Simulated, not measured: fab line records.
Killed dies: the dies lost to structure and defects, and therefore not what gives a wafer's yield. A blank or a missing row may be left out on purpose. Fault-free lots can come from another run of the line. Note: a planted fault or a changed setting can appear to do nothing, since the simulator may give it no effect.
Matching of chambers    flow n5 finfet    4 sister chambers for N5_ILD0_LINER_00 on ald sin-02
The step material SiNx, target thk 4 nm, pulse time 1 s, purge time 2 s. 4 wafers are shown with their chamber, then 12 later ones without.

== EACH WAFER AND ITS CHAMBER ==
wafer   chamber  heater power w (W)
L087.1  1        713
L089.6  3        731
L091.3  0        921
L091.5  2        691

== WAFERS WHOSE CHAMBER IS MISSING ==
wafer   heater power w (W)
L092.1  734
L092.2  736
L092.6  728
L093.1  947
L093.4  743
L093.5  938
L095.1  736
L095.2  705
L095.4  692
L096.2  701
L096.3  721
L096.5  960

== WHICH CHAMBER EACH ONE RAN IN ==
wafer   from the rows above           in truth
L092.1  can't be placed: 3 or 1       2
L092.2  can't be placed: 3 or 1       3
L092.6  can't be placed: 3 or 1       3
L093.1  0                             0
L093.4  can't be placed: 3 or 1       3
L093.5  0                             0
L095.1  can't be placed: 3 or 1       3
L095.2  can't be placed: 1 or 2 or 3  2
L095.4  can't be placed: 2 or 1       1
L096.2  can't be placed: 2 or 1 or 3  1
L096.3  can't be placed: 1 or 3 or 2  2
L096.5  0                             0
Correct placement for 3 of the 12. Not placeable from these rows: 9 (in 8, the candidates include the true chamber). Wrongly placed: 0.
How it was worked out, from the rows above alone: a wafer's distance from a chamber is the root of the sum, over the readings, of the square of ((its reading less the chamber's mean) divided by the reading's scatter). If the next closest chamber is less than 2 further off than the closest, the wafer can't be placed; otherwise it belongs to the closest. For every chamber, the mean is computed from those of its wafers that are shown. The scatter: with one shown wafer a chamber, the root of the mean of the squares of how far each hidden wafer lies from its nearest shown one.
